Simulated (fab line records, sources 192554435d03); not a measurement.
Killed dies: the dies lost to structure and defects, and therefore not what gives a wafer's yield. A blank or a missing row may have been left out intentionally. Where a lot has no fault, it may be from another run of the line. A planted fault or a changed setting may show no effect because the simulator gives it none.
fab line records -- flow n5Finfet
[record] lots = 7, wafers = 21
route steps=1938 shown BEOL_M3@941 BEOL_M4@1026 BEOL_M5@1120
startH: the number of hours between the record's first day and the start of the first shown wafer of the lot -- waitH: hours since the lot's step before -- " identical to the entry in the row above -- L1.1+2: one row covering several wafers at once -- - either no value or no given start -- * or withheld: withheld -- < > ~ a bound
route shown NAME@n: a module of which the file shows steps, and the number in the route of the first -- usual: mean and standard deviation over wafers with no fault -- same: alike in all rows -- chamber/n: place in a boat -- sites: readings site by site -- _std_site: their standard deviation -- _edge_site: mean of outer sites minus mean of inner sites -- radiusMm: for every site, how far away it sits from the centre of the wafer -- mask NAME#n: copy n -- behind: the last tool/chamber to shape the wafer -- hold: what put the lot on hold/how long, in hours/how the hold closed -- device: whichever transistor did not switch (one of n, p or np) -- end of line: tests of these same wafers at the route's end -- where a step has no rows: the recipe by itself -- killed: the dies lost at the first sort to structure and to defects; this is not the yield of the wafer -- map: a wafer's dies, x killed, . not, _ none there
set.NAME: the setting that was run; set.NAME@STEP: the one run at that earlier step -- model.NAME: the simulator's own value behind a step, which no gauge read
one table per step and one row per wafer, for lots whose settings were changed on purpose
[[steps]]
[step N5_BEOL_M3_EXPOSE_08]
[recipe] maskId = M3, na = 0.33, sourceShape = dipole, sigmaInner = 0.369, sigmaOuter = 0.767, polarization = unpolarized, doseMj = 33
lot.wafer,tool,chamber,startH,waitH,mask,set.doseMj
L075.1+4+5,euvScanner-01,0,157.04,-,M3#0,33
L076.1+5,euvScanner-02,0,165.90,-,M3#0,33
L076.2,euvScanner-02,0,165.90,-,M3#0,34.6
L081.1+4,euvScanner-01,0,182.56,-,M3#0,31.78
L081.2,euvScanner-01,0,182.56,-,M3#0,33
L085.1+5,euvScanner-02,0,220.67,-,M3#0,33
L085.4,euvScanner-02,0,220.67,-,M3#0,34.6
L086.2+3,euvScanner-01,0,221.30,-,M3#0,30.95
L086.4,euvScanner-01,0,221.30,-,M3#0,33
L088.2+4+5,euvScanner-01,0,239.39,-,M3#0,33
L095.4+5+6,euvScanner-02,0,286.31,-,M3#0,33
[step N5_BEOL_M3_PEB_09]
[recipe] pebTempC = 100, pebTimeS = 60, resist = CAR-EUV
[step N5_BEOL_M3_DEVELOP_10]
[recipe] developTimeS = 30, developer = TMAH, resist = CAR-EUV, rinseLiquid = surfactantRinse, dry = airSpin, devTempC = 23
[step N5_BEOL_M3_CD_MEAS_11]
[recipe] targetCdNm = 17.05, landingEnergyEv = 500, detector = seInlens, polarity = opening
[usual] cdNm = 17.10/0.25
lot.wafer,tool,chamber,startH,waitH,set.doseMj@BEOL_M3_EXPOSE_08,cdNm
L075.1,cdSem-01,0,157.17,-,33,17.37
L075.4,cdSem-01,0,157.17,-,33,16.73
L075.5,cdSem-01,0,157.17,-,33,17.31
L076.1,cdSem-01,0,166.03,-,33,17.02
L076.2,cdSem-01,0,166.03,-,34.6,17.88
L076.5,cdSem-01,0,166.03,-,33,17.28
L081.1,cdSem-02,0,182.69,-,31.78,16.80
L081.2,cdSem-02,0,182.69,-,33,17.08
L081.4,cdSem-02,0,182.69,-,31.78,16.33
L085.1,cdSem-02,0,220.79,-,33,17.14
L085.4,cdSem-02,0,220.79,-,34.6,17.92
L085.5,cdSem-02,0,220.79,-,33,16.81
L086.2,cdSem-01,0,221.42,-,30.95,15.79
L086.3,cdSem-01,0,221.42,-,30.95,15.63
L086.4,cdSem-01,0,221.42,-,33,16.90
L088.2,cdSem-02,0,239.51,-,33,17.16
L088.4,cdSem-02,0,239.51,-,33,17.28
L088.5,cdSem-02,0,239.51,-,33,17.52
L095.4,cdSem-03,0,286.42,-,33,17.14
L095.5,cdSem-03,0,286.42,-,33,17.05
L095.6,cdSem-03,0,286.42,-,33,17.32
[step N5_BEOL_M3_DESCUM_16]
[recipe] chemistry = O2, timeS = 7, sourcePowerW = 50, biasPowerW = 20, pressureMtorr = 20, rfFrequencyHz = 2.712e+07, tempC = 40, resist = CAR-EUV, o2FlowSccm = 225
lot.wafer,tool,chamber,startH,waitH,set.spinRpm@BEOL_M3_COAT_05,model.CAR-EUV_of_BEOL_M3_COAT_05.thkNm
L075.1+4,rieDiel-06,"2,0",157.29,0.0,1351,27.6
L075.5,rieDiel-06,2,157.29,0.0,1500,26
L076.1,rieDiel-05,1,166.15,0.0,1414,26.8
L076.2,rieDiel-05,3,166.15,0.0,1500,26.2
L076.5,rieDiel-05,0,166.15,0.0,1414,27
L081.1+2,rieDiel-03,"1,2",182.81,0.0,1500,26
L081.4,rieDiel-03,3,182.81,0.0,1542,25.8
L085.1+4+5,rieDiel-03,"1,2,2",220.92,0.0,1500,26
L086.2,rieDiel-03,2,221.55,0.0,1500,26
L086.3,rieDiel-03,1,221.55,0.0,1560,25.2
L086.4,rieDiel-03,3,221.55,0.0,1560,25.6
L088.2+4+5,rieDiel-05,"1,2,1",240.00,0.4,1500,26
L095.4,rieDiel-03,1,286.54,0.0,1387,27.2
L095.5,rieDiel-03,0,286.54,0.0,1387,27.4
L095.6,rieDiel-03,3,286.54,0.0,1500,26.2
[step N5_BEOL_M3_ETCH_74]
[recipe] chemistry = N2/H2, target = underlayer, targetDepthA = 65, maskMaterial = CAR-EUV, timeS = 5.2, ionEnergyEv = 200, pressureMtorr = 30, sourceW = 840, biasW = 150, n2FlowSccm = 200, h2FlowSccm = 200, ends = cleared
lot.wafer,tool,chamber,startH,waitH,set.doseMj@BEOL_M3_EXPOSE_08,model.BEOL_M3.cdOffsetNm
L075.1+5,rieDiel-06,2,157.32,0.0,33,-0.2
L075.4,rieDiel-06,0,157.32,0.0,33,0
L076.1,rieDiel-05,1,166.19,0.0,33,0.2
L076.2,rieDiel-05,3,166.19,0.0,34.6,1.2
L076.5,rieDiel-05,0,166.19,0.0,33,0
L081.1,rieDiel-03,1,182.85,0.0,31.78,-0.6
L081.2,rieDiel-03,2,182.85,0.0,33,-0.2
L081.4,rieDiel-03,3,182.85,0.0,31.78,-0.8
L085.1,rieDiel-03,1,220.95,0.0,33,0.2
L085.4,rieDiel-03,2,220.95,0.0,34.6,0.8
L085.5,rieDiel-03,2,220.95,0.0,33,-0.2
L086.2,rieDiel-03,2,221.59,0.0,30.95,-1.2
L086.3,rieDiel-03,1,221.59,0.0,30.95,-1.4
L086.4,rieDiel-03,3,221.59,0.0,33,0
L088.2+5,rieDiel-05,1,240.03,0.0,33,0.2
L088.4,rieDiel-05,2,240.03,0.0,33,0.4
L095.4+6,rieDiel-03,"1,3",286.58,0.0,33,0
L095.5,rieDiel-03,0,286.58,0.0,33,0.2
[step N5_BEOL_M3_ETCH_63]
[recipe] chemistry = CF4, target = SiARC, targetDepthA = 156, maskMaterial = CAR-EUV, timeS = 26, ionEnergyEv = 80, pressureMtorr = 40, sourceW = 545, biasW = 36, Ar_flow_sccm = 100, cf4FlowSccm = 100, ends = cleared
lot.wafer,tool,chamber,startH,waitH,set.spinRpm@BEOL_M3_COAT_05,model.CAR-EUV_of_BEOL_M3_COAT_05.thkNm
L075.1+4,rieDiel-06,"2,0",157.34,0.0,1351,12.8
L075.5,rieDiel-06,2,157.34,0.0,1500,11.2
L076.1+5,rieDiel-05,"1,0",166.21,0.0,1414,12
L076.2,rieDiel-05,3,166.21,0.0,1500,11.4
L081.1+2,rieDiel-03,"1,2",182.86,0.0,1500,11
L081.4,rieDiel-03,3,182.86,0.0,1542,10.8
L085.1+4,rieDiel-03,"1,2",220.97,0.0,1500,11
L085.5,rieDiel-03,2,220.97,0.0,1500,11.2
L086.2,rieDiel-03,2,221.60,0.0,1500,11
L086.3,rieDiel-03,1,221.60,0.0,1560,10.2
L086.4,rieDiel-03,3,221.60,0.0,1560,10.6
L088.2,rieDiel-05,1,240.05,0.0,1500,11
L088.4+5,rieDiel-05,"2,1",240.05,0.0,1500,11.2
L095.4,rieDiel-03,1,286.59,0.0,1387,12.2
L095.5,rieDiel-03,0,286.59,0.0,1387,12.4
L095.6,rieDiel-03,3,286.59,0.0,1500,11.2
[step N5_BEOL_M4_COAT_62]
[recipe] resist = SiARC, tempC = 220, timeS = 60, spinRpm = 1500, resistThkNm = 12
lot.wafer,tool,chamber,startH,waitH,set.spinRpm,model.SiARC_of_BEOL_M4_COAT_62.thkNm
L076.1+2+5,lithoTrack-02,0,-,-,1428,12.4
L075.1,lithoTrack-02,0,-,-,1500,12
L075.4,lithoTrack-02,0,-,-,1419,12.2
L075.5,lithoTrack-02,0,-,-,1419,12.4
L081.1+2,lithoTrack-02,0,-,-,1610,11.6
L081.4,lithoTrack-02,0,-,-,1500,12
L086.2,lithoTrack-02,0,-,-,1500,12
L086.3+4,lithoTrack-02,0,-,-,1556,11.8
L085.1+4+5,lithoTrack-05,0,-,-,1500,12
L088.2+4+5,lithoTrack-03,0,-,-,1500,12
L095.4+6,lithoTrack-05,0,-,-,1500,12
L095.5,lithoTrack-05,0,-,-,1338,12.6
[step N5_BEOL_M4_EXPOSE_08]
[recipe] maskId = M4, na = 0.33, sourceShape = dipole, sigmaInner = 0.369, sigmaOuter = 0.767, polarization = unpolarized, doseMj = 41.25
lot.wafer,tool,chamber,startH,waitH,mask,set.doseMj
L076.1,euvScanner-01,0,175.15,-,M4#0,42.77
L076.2+5,euvScanner-01,0,175.15,-,M4#0,41.25
L075.1+4+5,euvScanner-02,0,176.58,-,M4#0,41.25
L081.1,euvScanner-01,0,203.22,-,M4#0,43.54
L081.2+4,euvScanner-01,0,203.22,-,M4#0,41.25
L086.2+3+4,euvScanner-01,0,235.46,-,M4#0,41.25
L085.1,euvScanner-01,0,241.80,-,M4#0,38.56
L085.4+5,euvScanner-01,0,241.80,-,M4#0,41.25
L088.2+4+5,euvScanner-01,0,252.16,-,M4#0,41.25
L095.4+6,euvScanner-01,0,299.32,-,M4#0,40.07
L095.5,euvScanner-01,0,299.32,-,M4#0,41.25
[step N5_BEOL_M4_PEB_09]
[recipe] pebTempC = 100, pebTimeS = 60, resist = CAR-EUV
[step N5_BEOL_M4_DEVELOP_10]
[recipe] developTimeS = 30, developer = TMAH, resist = CAR-EUV, rinseLiquid = surfactantRinse, dry = airSpin, devTempC = 23
[step N5_BEOL_M4_DESCUM_16]
[recipe] chemistry = O2, timeS = 7, sourcePowerW = 50, biasPowerW = 20, pressureMtorr = 20, rfFrequencyHz = 2.712e+07, tempC = 40, resist = CAR-EUV, o2FlowSccm = 225
[step N5_BEOL_M4_ETCH_74]
[recipe] chemistry = N2/H2, target = underlayer, targetDepthA = 65, maskMaterial = CAR-EUV, timeS = 5.2, ionEnergyEv = 200, pressureMtorr = 30, sourceW = 840, biasW = 150, n2FlowSccm = 200, h2FlowSccm = 200, ends = cleared
lot.wafer,tool,chamber,startH,waitH,set.doseMj@BEOL_M4_EXPOSE_08,model.BEOL_M4.cdOffsetNm
L076.1,rieDiel-02,0,175.44,0.0,42.77,0.4
L076.2,rieDiel-02,2,175.44,0.0,41.25,0
L076.5,rieDiel-02,3,175.44,0.0,41.25,-0.2
L075.1,rieDiel-02,0,176.87,0.0,41.25,-0.4
L075.4,rieDiel-02,2,176.87,0.0,41.25,0
L075.5,rieDiel-02,3,176.87,0.0,41.25,-0.2
L081.1,rieDiel-02,3,203.70,0.0,43.54,1
L081.2,rieDiel-02,0,203.70,0.0,41.25,-0.2
L081.4,rieDiel-02,2,203.70,0.0,41.25,0.2
L086.2,rieDiel-04,0,235.74,0.0,41.25,0.2
L086.3+4,rieDiel-04,"2,3",235.74,0.0,41.25,-0.4
L085.1,rieDiel-01,1,242.08,0.0,38.56,-1.4
L085.4+5,rieDiel-01,"2,0",242.08,0.0,41.25,0.2
L088.2+5,rieDiel-01,"0,3",252.49,0.0,41.25,-0.2
L088.4,rieDiel-01,2,252.49,0.0,41.25,0.2
L095.4,rieDiel-02,1,299.80,0.0,40.07,-0.6
L095.5,rieDiel-02,2,299.80,0.0,41.25,0.2
L095.6,rieDiel-02,1,299.80,0.0,40.07,-0.2
[step N5_BEOL_M4_ETCH_63]
[recipe] chemistry = CF4, target = SiARC, targetDepthA = 156, maskMaterial = CAR-EUV, timeS = 26, ionEnergyEv = 80, pressureMtorr = 40, sourceW = 545, biasW = 36, Ar_flow_sccm = 100, cf4FlowSccm = 100, ends = cleared
lot.wafer,tool,chamber,startH,waitH,set.spinRpm@BEOL_M4_COAT_62,set.doseMj@BEOL_M4_EXPOSE_08,model.etch.depthNm,model.BEOL_M4.cdOffsetNm
L076.1,rieDiel-02,0,175.46,0.0,1428,42.77,12.33,0.4
L076.2,rieDiel-02,2,175.46,0.0,1428,41.25,12.32,0
L076.5,rieDiel-02,3,175.46,0.0,1428,41.25,12.34,-0.2
L075.1,rieDiel-02,0,176.89,0.0,1500,41.25,11.94,-0.4
L075.4,rieDiel-02,2,176.89,0.0,1419,41.25,12.29,0
L075.5,rieDiel-02,3,176.89,0.0,1419,41.25,12.3,-0.2
L081.1,rieDiel-02,3,203.72,0.0,1610,43.54,11.64,1
L081.2,rieDiel-02,0,203.72,0.0,1610,41.25,11.61,-0.2
L081.4,rieDiel-02,2,203.72,0.0,1500,41.25,12.01,0
L086.2,rieDiel-04,0,235.76,0.0,1500,41.25,12.01,0
L086.3,rieDiel-04,2,235.76,0.0,1556,41.25,11.85,-0.4
L086.4,rieDiel-04,3,235.76,0.0,1556,41.25,11.8,-0.6
L085.1,rieDiel-01,1,242.10,0.0,1500,38.56,12.04,-1.4
L085.4,rieDiel-01,2,242.10,0.0,1500,41.25,12.01,0.4
L085.5,rieDiel-01,0,242.10,0.0,1500,41.25,12.03,0.4
L088.2,rieDiel-01,0,252.51,0.0,1500,41.25,11.98,0.2
L088.4,rieDiel-01,2,252.51,0.0,1500,41.25,11.96,0.2
L088.5,rieDiel-01,3,252.51,0.0,1500,41.25,11.98,0
L095.4,rieDiel-02,1,299.81,0.0,1500,40.07,11.98,-0.2
L095.5,rieDiel-02,2,299.81,0.0,1338,41.25,12.69,0.4
L095.6,rieDiel-02,1,299.81,0.0,1500,40.07,11.95,0
[step N5_BEOL_M4_ETCH_64]
[recipe] chemistry = N2/H2, target = SOC, targetDepthA = 750, overetchA = 225, maskMaterial = SiARC, tempC = 40, timeS = 121.9, ionEnergyEv = 200, pressureMtorr = 30, sourceW = 840, biasW = 150, n2FlowSccm = 200, h2FlowSccm = 200
lot.wafer,tool,chamber,startH,waitH,set.doseMj@BEOL_M4_EXPOSE_08,model.BEOL_M4.cdOffsetNm
L076.1,rieDiel-02,0,175.48,0.0,42.77,0.4
L076.2,rieDiel-02,2,175.48,0.0,41.25,-0.4
L076.5,rieDiel-02,3,175.48,0.0,41.25,0
L075.1,rieDiel-02,0,176.92,0.0,41.25,-0.6
L075.4,rieDiel-02,2,176.92,0.0,41.25,-0.4
L075.5,rieDiel-02,3,176.92,0.0,41.25,-0.2
L081.1,rieDiel-02,3,203.74,0.0,43.54,1
L081.2,rieDiel-02,0,203.74,0.0,41.25,-0.2
L081.4,rieDiel-02,2,203.74,0.0,41.25,0
L086.2,rieDiel-04,0,235.79,0.0,41.25,0
L086.3,rieDiel-04,2,235.79,0.0,41.25,-0.2
L086.4,rieDiel-04,3,235.79,0.0,41.25,-0.4
L085.1,rieDiel-01,1,242.13,0.0,38.56,-1.6
L085.4,rieDiel-01,2,242.13,0.0,41.25,0.2
L085.5,rieDiel-01,0,242.13,0.0,41.25,0.8
L088.2,rieDiel-01,0,252.54,0.0,41.25,0.6
L088.4,rieDiel-01,2,252.54,0.0,41.25,0.2
L088.5,rieDiel-01,3,252.54,0.0,41.25,0
L095.4,rieDiel-02,1,299.84,0.0,40.07,-0.2
L095.5,rieDiel-02,2,299.84,0.0,41.25,0.2
L095.6,rieDiel-02,1,299.84,0.0,40.07,0.2
[step N5_BEOL_M4_DESCUM_33]
[recipe] chemistry = O2, timeS = 7, sourcePowerW = 50, biasPowerW = 20, pressureMtorr = 20, rfFrequencyHz = 2.712e+07, tempC = 40, resist = CAR-EUV, o2FlowSccm = 225
lot.wafer,tool,chamber,startH,waitH,set.timeS,model.CAR-EUV_of_BEOL_M4_COAT_22.thkNm
L076.1,rieDiel-04,2,176.40,0.0,5.498,26.8
L076.2,rieDiel-04,0,176.40,0.0,7,26
L076.5,rieDiel-04,3,176.40,0.0,7,26.2
L075.1+4+5,rieDiel-01,"3,1,3",177.91,0.2,7,26.2
L081.1+4,rieDiel-04,3,204.56,0.0,7,26
L081.2,rieDiel-04,2,204.56,0.0,5.735,26.6
L086.2+4,rieDiel-04,"0,2",236.71,0.0,7,26
L086.3,rieDiel-04,2,236.71,0.0,7,26.2
L085.1+4,rieDiel-01,"0,2",242.94,0.0,7.461,25.8
L085.5,rieDiel-01,0,242.94,0.0,7,26
L088.2+5,rieDiel-01,"1,3",253.42,0.0,7,26.2
L088.4,rieDiel-01,2,253.42,0.0,7,26
L095.4+6,rieDiel-02,"0,3",300.77,0.0,7,26
L095.5,rieDiel-02,2,300.77,0.0,7,26.2
[step N5_BEOL_M4_ETCH_77]
[recipe] chemistry = N2/H2, target = underlayer, targetDepthA = 65, maskMaterial = CAR-EUV, timeS = 5.2, ionEnergyEv = 200, pressureMtorr = 30, sourceW = 840, biasW = 150, n2FlowSccm = 200, h2FlowSccm = 200, ends = cleared
lot.wafer,tool,chamber,startH,waitH,set.timeS@BEOL_M4_DESCUM_33,model.CAR-EUV_of_BEOL_M4_COAT_22.thkNm
L076.1,rieDiel-04,2,176.44,0.0,5.498,21
L076.2+5,rieDiel-04,"0,3",176.44,0.0,7,20.4
L075.1+4+5,rieDiel-01,"3,1,3",177.95,0.0,7,20.6
L081.1+4,rieDiel-04,3,204.60,0.0,7,20.4
L081.2,rieDiel-04,2,204.60,0.0,5.735,20.8
L086.2,rieDiel-04,0,236.74,0.0,7,20.4
L086.3+4,rieDiel-04,2,236.74,0.0,7,20.2
L085.1+4,rieDiel-01,"0,2",242.98,0.0,7.461,20
L085.5,rieDiel-01,0,242.98,0.0,7,20.2
L088.2+5,rieDiel-01,"1,3",253.46,0.0,7,20.6
L088.4,rieDiel-01,2,253.46,0.0,7,20.4
L095.4+5,rieDiel-02,"0,2",300.81,0.0,7,20.4
L095.6,rieDiel-02,3,300.81,0.0,7,20.2
[step N5_BEOL_M4_TRENCH_ETCH_37]
[recipe] chemistry = C4F6/O2, targetDepthA = 555.55, target = SiOC, timeS = 29.2, ionEnergyEv = 250, pressureMtorr = 30, sourceW = 355, biasW = 185, Ar_flow_sccm = 300, C4F6_flow_sccm = 10, O2_flow_sccm = 10
lot.wafer,tool,chamber,startH,waitH,set.timeS,model.BEOL_M4.featureDepthNm,model.etch.depthNm
L075.1,rieDiel-01,1,-,-,29.2,55.8,55.71
L075.4,rieDiel-01,0,-,-,25.92,49.8,49.74
L075.5,rieDiel-01,3,-,-,25.92,50,49.91
L076.1,rieDiel-01,0,-,-,24.29,46,46.09
L076.2,rieDiel-01,2,-,-,24.29,46,46.1
L076.5,rieDiel-01,3,-,-,29.2,56,56.01
L081.1,rieDiel-02,2,-,-,29.2,53.2,53.24
L081.2,rieDiel-02,3,-,-,29.2,56.4,56.46
L081.4,rieDiel-02,1,-,-,29.2,57,57.01
L086.2,rieDiel-02,1,-,-,29.2,56.2,56.3
L086.3,rieDiel-02,2,-,-,23.71,42.6,42.63
L086.4,rieDiel-02,0,-,-,23.71,46.4,46.33
L085.1,rieDiel-04,0,-,-,32.06,63,62.94
L085.4,rieDiel-04,2,-,-,29.2,55.6,55.6
L085.5,rieDiel-04,3,-,-,32.06,59.8,59.86
L088.2,rieDiel-04,0,-,-,29.2,58,57.97
L088.4,rieDiel-04,2,-,-,29.2,55.8,55.73
L088.5,rieDiel-04,0,-,-,29.2,58,57.92
L095.4,rieDiel-02,2,-,-,29.2,52.6,52.5
L095.5,rieDiel-02,2,-,-,29.2,52.2,52.29
L095.6,rieDiel-02,3,-,-,22.88,43.6,43.69
[step N5_BEOL_M4_ETCH_41]
[recipe] chemistry = CH3F/O2, target = SiCN, targetDepthA = 299, taperDeg = 2, timeS = 52.5, ionEnergyEv = 120, maskMaterial = TiN, pressureMtorr = 30, sourceW = 395, biasW = 75, Ar_flow_sccm = 150, CH3F_flow_sccm = 30, O2_flow_sccm = 20
[step N5_BEOL_M4_STRIP_97]
[recipe] chemistry = N2/H2, timeS = 10, powerW = 450, tempC = 40, pressureMtorr = 20, rfFrequencyHz = 6e+07, biasPowerW = 7, n2FlowSccm = 200, h2FlowSccm = 200
[step N5_BEOL_M4_OCD_MEAS_38]
[usual] trenchDepthNm = 55.7/1.3
lot.wafer,tool,chamber,startH,waitH,set.timeS@BEOL_M4_TRENCH_ETCH_37,trenchDepthNm
L075.1,ocd-01,-,181.05,-,29.2,55.6
L075.4,ocd-01,-,181.05,-,25.92,49.3
L075.5,ocd-01,-,181.05,-,25.92,49.7
L076.1,ocd-01,-,189.30,-,24.29,46.0
L076.2,ocd-01,-,189.30,-,24.29,46.1
L076.5,ocd-01,-,189.30,-,29.2,55.7
L081.1,ocd-02,-,209.16,-,29.2,52.8
L081.2,ocd-02,-,209.16,-,29.2,56.5
L081.4,ocd-02,-,209.16,-,29.2,57.5
L086.2,ocd-01,-,242.08,-,29.2,55.8
L086.3,ocd-01,-,242.08,-,23.71,42.4
L086.4,ocd-01,-,242.08,-,23.71,46.6
L085.1,ocd-02,-,246.73,-,32.06,63.1
L085.4,ocd-02,-,246.73,-,29.2,55.8
L085.5,ocd-02,-,246.73,-,32.06,59.5
L088.2,ocd-01,-,262.00,-,29.2,58.3
L088.4,ocd-01,-,262.00,-,29.2,55.4
L088.5,ocd-01,-,262.00,-,29.2,57.3
L095.4,ocd-02,-,305.51,-,29.2,52.3
L095.5,ocd-02,-,305.51,-,29.2,52.4
L095.6,ocd-02,-,305.51,-,22.88,43.6
[step N5_BEOL_M4_HM_STRIP_39]
[recipe] chemistry = peroxideTinStrip, material = TiN, targetDepthA = 250, tempC = 50, timeS = 158
[step N5_BEOL_M4_SRD_40]
[recipe] timeS = 30, tempC = 23, rinseLiquid = diw, dry = ipaMarangoni
[step N5_BEOL_M4_ECD_50]
[recipe] material = Cu, targetThkA = 3000
[step N5_BEOL_M4_ANNEAL_51]
[recipe] tempC = 225, timeS = 90, ambient = N2
[step N5_BEOL_M4_CMP_52]
[recipe] stopOn = SiOC, tOverpolishS = 6.8, downForcePsi = 1, platenRpm = 50, clearingPlatenDownForcePsi = 1.5, clearingPlatenRpm = 50, postCmpClean = cuAlkaline, targetThkNm = 40, clearingPlatenPadVelocityMS = 0.99484, padVelocityMS = 0.99484
lot.wafer,tool,chamber,startH,waitH,set.timeS@BEOL_M4_TRENCH_ETCH_37,model.Cu_of_BEOL_M4_ECD_50.thkNm
L075.4,cmp-01,1,184.73,0.2,25.92,34.6
L075.1,cmp-01,2,184.73,0.2,29.2,43
L075.5,cmp-01,3,184.73,0.2,25.92,33.4
L076.1,cmp-03,1,192.90,0.3,24.29,29
L076.2,cmp-03,2,192.90,0.3,24.29,31.8
L076.5,cmp-03,0,192.90,0.3,29.2,42
L081.2,cmp-03,2,212.78,0.4,29.2,41.4
L081.1+4,cmp-03,"0,1",212.78,0.4,29.2,38.8
L086.2,cmp-02,0,246.98,0.2,29.2,39
L086.4,cmp-02,1,246.98,0.2,23.71,30.6
L086.3,cmp-02,2,246.98,0.2,23.71,28.2
L085.4,cmp-03,2,250.18,0.1,29.2,42
L085.1,cmp-03,0,250.18,0.1,32.06,47.8
L085.5,cmp-03,2,250.18,0.1,32.06,45
L088.4,cmp-03,1,265.62,0.2,29.2,38.8
L088.2,cmp-03,2,265.62,0.2,29.2,43.4
L088.5,cmp-03,0,265.62,0.2,29.2,44.2
L095.4,cmp-03,0,309.06,0.2,29.2,39
L095.5,cmp-03,2,309.06,0.2,29.2,38
L095.6,cmp-03,3,309.06,0.2,22.88,29.8
[step N5_BEOL_M5_COAT_05]
[recipe] resist = CAR-EUV, spinRpm = 1500, resistThkNm = 30
lot.wafer,tool,chamber,startH,waitH,set.spinRpm,model.CAR-EUV_of_BEOL_M5_COAT_05.thkNm
L075.1+5,lithoTrack-05,0,-,-,1500,30
L075.4,lithoTrack-05,0,-,-,1415,30.8
L076.1,lithoTrack-04,0,-,-,1555,29.4
L076.2,lithoTrack-04,0,-,-,1555,29.6
L076.5,lithoTrack-04,0,-,-,1500,30
L081.1+2+4,lithoTrack-05,0,-,-,1500,30
L086.2+4,lithoTrack-05,0,-,-,1500,30.2
L086.3,lithoTrack-05,0,-,-,1500,30
L085.1,lithoTrack-04,0,-,-,1500,29.8
L085.4+5,lithoTrack-04,0,-,-,1380,31.2
L088.2+4+5,lithoTrack-04,0,-,-,1500,30
L095.4+5+6,lithoTrack-04,0,-,-,1666,28.6
[step N5_BEOL_M5_EBR_07]
[recipe] solvent = PGMEA, ebrWidthMm = 1.5
[step N5_BEOL_M5_SOFTBAKE_06]
[recipe] tempC = 110, timeS = 60, resist = CAR-EUV
[step N5_BEOL_M5_EXPOSE_08]
[recipe] maskId = M5, na = 0.33, sourceShape = annular, sigmaInner = 0.4, sigmaOuter = 0.8, polarization = unpolarized, targetCdNm = 28, doseMj = 35.75
[step N5_BEOL_M5_PEB_09]
[recipe] pebTempC = 100, pebTimeS = 60, resist = CAR-EUV
[step N5_BEOL_M5_DEVELOP_10]
[recipe] developTimeS = 30, developer = TMAH, resist = CAR-EUV, rinseLiquid = surfactantRinse, dry = airSpin, devTempC = 23
lot.wafer,tool,chamber,startH,waitH,set.spinRpm@BEOL_M5_COAT_05,model.CAR-EUV_of_BEOL_M5_COAT_05.thkNm
L075.1,lithoTrack-05,0,-,-,1500,29.6
L075.4,lithoTrack-05,0,-,-,1415,30.4
L075.5,lithoTrack-05,0,-,-,1500,29.4
L076.1,lithoTrack-01,0,-,-,1555,29
L076.2,lithoTrack-01,0,-,-,1555,29.2
L076.5,lithoTrack-01,0,-,-,1500,29.6
L081.1,lithoTrack-01,0,-,-,1500,29.6
L081.2+4,lithoTrack-01,0,-,-,1500,29.4
L086.2+3+4,lithoTrack-01,0,-,-,1500,29.6
L085.1,lithoTrack-01,0,-,-,1500,29.4
L085.4+5,lithoTrack-01,0,-,-,1380,30.8
L088.2+5,lithoTrack-04,0,-,-,1500,29.6
L088.4,lithoTrack-04,0,-,-,1500,29.4
L095.4+6,lithoTrack-01,0,-,-,1666,28.2
L095.5,lithoTrack-01,0,-,-,1666,28
[[key]]
[split] step = N5_BEOL_M3_EXPOSE_08, setting = doseMj, stated = 33, by = wafer
[response] step = N5_BEOL_M3_CD_MEAS_11, reading = cdNm, change = +0.176, per = 1%, r = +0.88
[response] step = N5_BEOL_M3_ETCH_74, reading = model.BEOL_M3.cdOffsetNm, change = +0.193, per = 1%, r = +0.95
[split] step = N5_BEOL_M4_COAT_62, setting = spinRpm, stated = 1500, by = wafer
[response] step = N5_BEOL_M4_COAT_62, reading = model.SiARC_of_BEOL_M4_COAT_62.thkNm, change = -0.0552, per = 1%, r = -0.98
[response] step = N5_BEOL_M4_ETCH_63, reading = model.etch.depthNm, change = -0.062, per = 1%, r = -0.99
[split] step = N5_BEOL_M4_EXPOSE_08, setting = doseMj, stated = 41.25, by = wafer
[response] step = N5_BEOL_M4_ETCH_74, reading = model.BEOL_M4.cdOffsetNm, change = +0.205, per = 1%, r = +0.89
[response] step = N5_BEOL_M4_ETCH_63, reading = model.BEOL_M4.cdOffsetNm, change = +0.222, per = 1%, r = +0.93
[response] step = N5_BEOL_M4_ETCH_64, reading = model.BEOL_M4.cdOffsetNm, change = +0.237, per = 1%, r = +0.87
[split] step = N5_BEOL_M4_DESCUM_33, setting = timeS, stated = 7, by = wafer
[response] step = N5_BEOL_M4_DESCUM_33, reading = model.CAR-EUV_of_BEOL_M4_COAT_22.thkNm, change = -0.0327, per = 1%, r = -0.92
[response] step = N5_BEOL_M4_ETCH_77, reading = model.CAR-EUV_of_BEOL_M4_COAT_22.thkNm, change = -0.0258, per = 1%, r = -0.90
[split] step = N5_BEOL_M4_TRENCH_ETCH_37, setting = timeS, stated = 29.2, by = wafer
[response] step = N5_BEOL_M4_TRENCH_ETCH_37, reading = model.BEOL_M4.featureDepthNm, change = +0.529, per = 1%, r = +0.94
[response] step = N5_BEOL_M4_TRENCH_ETCH_37, reading = model.etch.depthNm, change = +0.528, per = 1%, r = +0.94
[response] step = N5_BEOL_M4_OCD_MEAS_38, reading = trenchDepthNm, change = +0.519, per = 1%, r = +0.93
[response] step = N5_BEOL_M4_CMP_52, reading = model.Cu_of_BEOL_M4_ECD_50.thkNm, change = +0.534, per = 1%, r = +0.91
[split] step = N5_BEOL_M5_COAT_05, setting = spinRpm, stated = 1500, by = wafer
[response] step = N5_BEOL_M5_COAT_05, reading = model.CAR-EUV_of_BEOL_M5_COAT_05.thkNm, change = -0.16, per = 1%, r = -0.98
[response] step = N5_BEOL_M5_DEVELOP_10, reading = model.CAR-EUV_of_BEOL_M5_COAT_05.thkNm, change = -0.166, per = 1%, r = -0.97
split outsideThisFile step=N5_BEOL_M3_COAT_05 setting=spinRpm
// split outsideThisFile: this setting was split too, and the file shows its column; the key of that split is in another file
